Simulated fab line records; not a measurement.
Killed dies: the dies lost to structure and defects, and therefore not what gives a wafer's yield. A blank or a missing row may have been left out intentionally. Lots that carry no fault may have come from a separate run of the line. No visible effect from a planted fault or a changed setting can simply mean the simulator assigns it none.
Chamber matching	flow n5_finfet	4 sister chambers for N5_BEOL_M6_DESCUM_33 on rie_diel-01
The step chemistry O2, time 7 s. 8 wafers are shown with their chamber, then 8 later ones without.

## WAFERS PAIRED WITH THEIR CHAMBERS
wafer	chamber	showerhead_plenum_p_Torr (Torr)	throttle_valve_pct (%)
L079.3	2	2.18	20.70
L079.5	1	2.05	20.36
L081.1	0	2.03	20.43
L081.5	2	2.18	20.69
L082.2	0	2.03	20.44
L082.3	3	2.17	21.04
L082.5	3	2.17	21.02
L091.1	1	2.04	20.39

## WAFERS WITHOUT THEIR CHAMBER
wafer	showerhead_plenum_p_Torr (Torr)	throttle_valve_pct (%)
L091.2	2.17	20.73
L091.3	2.16	21.06
L091.4	2.02	20.45
L091.5	2.16	21.07
L091.6	2.17	20.74
L095.1	2.01	20.49
L095.2	2.04	20.39
L095.4	2.17	20.76

## EACH ONE'S CHAMBER
wafer	from the rows above	in truth
L091.2	2	2
L091.3	3	3
L091.4	0	0
L091.5	3	3
L091.6	2	2
L095.1	0	0
L095.2	1	1
L095.4	2	2
Correctly placed: 8 of 8. Number that these rows cannot place: 0. Wrongly placed: 0.
How it was worked out, from the rows above alone: a wafer's distance from a chamber is the root of the sum, over the readings, of the square of ((its reading less the chamber's mean) divided by the reading's scatter). If the next closest chamber is less than 2 further off than the closest, the wafer can't be placed; otherwise it belongs to the closest. The mean given for a chamber averages the wafers shown for that chamber. The scatter: the root of (the sum of the squares of (reading less its chamber's mean) over the shown wafers, divided by (wafers less chambers)).
